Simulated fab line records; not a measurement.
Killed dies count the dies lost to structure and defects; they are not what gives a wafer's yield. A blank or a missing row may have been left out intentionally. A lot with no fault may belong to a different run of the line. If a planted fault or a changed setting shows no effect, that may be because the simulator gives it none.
Matching of chambers || flow n5-finfet || 4 sister chambers for N5_BEOL_M15_ETCH_59 on rie-diel-01
The step etches BARC in N2/H2, target depth 89 nm, overetch 26.7 nm, time 67.9 s. 8 wafers are shown with their chamber, then 10 later ones without.

== WAFERS, EACH WITH ITS CHAMBER ==
{"wafer": "L077.6", "chamber": 3, "showerhead-plenum-p-Torr (Torr)": 2.62, "drypump-motor-current-A (A)": 5.7}
{"wafer": "L086.1", "chamber": 2, "showerhead-plenum-p-Torr (Torr)": 2.42, "drypump-motor-current-A (A)": 6.4}
{"wafer": "L086.3", "chamber": 3, "showerhead-plenum-p-Torr (Torr)": 2.61, "drypump-motor-current-A (A)": 5.8}
{"wafer": "L090.1", "chamber": 0, "showerhead-plenum-p-Torr (Torr)": 2.67, "drypump-motor-current-A (A)": 5.5}
{"wafer": "L090.2", "chamber": 1, "showerhead-plenum-p-Torr (Torr)": 2.62, "drypump-motor-current-A (A)": 6.3}
{"wafer": "L090.5", "chamber": 0, "showerhead-plenum-p-Torr (Torr)": 2.67, "drypump-motor-current-A (A)": 5.5}
{"wafer": "L093.1", "chamber": 2, "showerhead-plenum-p-Torr (Torr)": 2.41, "drypump-motor-current-A (A)": 6.3}
{"wafer": "L093.3", "chamber": 1, "showerhead-plenum-p-Torr (Torr)": 2.62, "drypump-motor-current-A (A)": 6.3}

== WAFERS WHOSE CHAMBER IS MISSING ==
{"wafer": "L093.6", "showerhead-plenum-p-Torr (Torr)": 2.41, "drypump-motor-current-A (A)": 6.4}
{"wafer": "L095.1", "showerhead-plenum-p-Torr (Torr)": 2.62, "drypump-motor-current-A (A)": 6.3}
{"wafer": "L095.3", "showerhead-plenum-p-Torr (Torr)": 2.41, "drypump-motor-current-A (A)": 6.4}
{"wafer": "L095.4", "showerhead-plenum-p-Torr (Torr)": 2.61, "drypump-motor-current-A (A)": 5.7}
{"wafer": "L094.2", "showerhead-plenum-p-Torr (Torr)": 2.41, "drypump-motor-current-A (A)": 6.4}
{"wafer": "L094.3", "showerhead-plenum-p-Torr (Torr)": 2.61, "drypump-motor-current-A (A)": 5.7}
{"wafer": "L094.5", "showerhead-plenum-p-Torr (Torr)": 2.62, "drypump-motor-current-A (A)": 6.3}
{"wafer": "L096.1", "showerhead-plenum-p-Torr (Torr)": 2.60, "drypump-motor-current-A (A)": 5.7}
{"wafer": "L096.3", "showerhead-plenum-p-Torr (Torr)": 2.41, "drypump-motor-current-A (A)": 6.4}
{"wafer": "L096.5", "showerhead-plenum-p-Torr (Torr)": 2.41, "drypump-motor-current-A (A)": 6.4}

== WHICH CHAMBER EACH WENT THROUGH ==
{"wafer": "L093.6", "from the rows above": 2, "in truth": 2}
{"wafer": "L095.1", "from the rows above": 1, "in truth": 1}
{"wafer": "L095.3", "from the rows above": 2, "in truth": 2}
{"wafer": "L095.4", "from the rows above": 3, "in truth": 3}
{"wafer": "L094.2", "from the rows above": 2, "in truth": 2}
{"wafer": "L094.3", "from the rows above": 3, "in truth": 3}
{"wafer": "L094.5", "from the rows above": 1, "in truth": 1}
{"wafer": "L096.1", "from the rows above": 3, "in truth": 3}
{"wafer": "L096.3", "from the rows above": 2, "in truth": 2}
{"wafer": "L096.5", "from the rows above": 2, "in truth": 2}
Placed correctly: 10 of 10. Can't be placed from these rows: 0. Wrongly placed: 0.
How it was worked out, from the rows above alone: a wafer's distance from a chamber is the root of the sum, over the readings, of the square of ((its reading less the chamber's mean) divided by the reading's scatter). The wafer belongs to the nearest chamber; if the next one is less than 2 further off, it can't be placed. The mean given for a chamber averages the wafers shown for that chamber. The scatter: the root of (the sum of the squares of (reading less its chamber's mean) over the shown wafers, divided by (wafers less chambers)).
